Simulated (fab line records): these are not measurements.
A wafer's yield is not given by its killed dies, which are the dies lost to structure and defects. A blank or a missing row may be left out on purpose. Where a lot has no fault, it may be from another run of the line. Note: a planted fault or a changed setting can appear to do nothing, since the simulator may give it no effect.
Chamber matching + flow n5 finfet + N5_BEOL_M5_CVD_47 on cvd co-02: 3 sister chambers
The step deposits Co from CCTBA/H2, target thk 3 nm, time 216 s. 6 wafers are shown with their chamber, then 7 later ones without.

== WAFERS PAIRED WITH THEIR CHAMBERS ==
| wafer  | chamber | run length s (s) |
|--------|---------|------------------|
| L460.2 | 2       | 239.2            |
| L461.2 | 2       | 239.7            |
| L463.2 | 1       | 239.9            |
| L467.1 | 0       | 238.1            |
| L467.2 | 1       | 239.0            |
| L467.4 | 0       | 238.6            |

== WAFERS MISSING THEIR CHAMBER ==
| wafer  | run length s (s) |
|--------|------------------|
| L469.2 | 238.3            |
| L469.3 | 239.3            |
| L470.4 | 238.3            |
| L470.5 | 239.8            |
| L470.6 | 239.3            |
| L473.4 | 239.8            |
| L473.5 | 238.0            |

== THE CHAMBER EACH PASSED THROUGH ==
| wafer  | from the rows above          | in truth |
|--------|------------------------------|----------|
| L469.2 | 0                            | 0        |
| L469.3 | can't be placed: 1 or 2 or 0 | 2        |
| L470.4 | 0                            | 0        |
| L470.5 | can't be placed: 1 or 2      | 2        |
| L470.6 | can't be placed: 1 or 2 or 0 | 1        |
| L473.4 | can't be placed: 1 or 2      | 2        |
| L473.5 | 0                            | 0        |
3 of 7 placed correctly. Can't be placed from these rows: 4 (the true chamber is among the candidates in 4). 0 placed wrongly.
How it was worked out, from the rows above alone: a wafer's distance from a chamber is the root of the sum, over the readings, of the square of ((its reading less the chamber's mean) divided by the reading's scatter). The wafer belongs to the nearest chamber; if the next one is less than 2 further off, it can't be placed. A chamber's mean is the mean of its shown wafers. How the scatter is found: for the shown wafers, subtract from each reading the mean of its chamber, square and add these, divide the total by (wafers less chambers), then take the root.
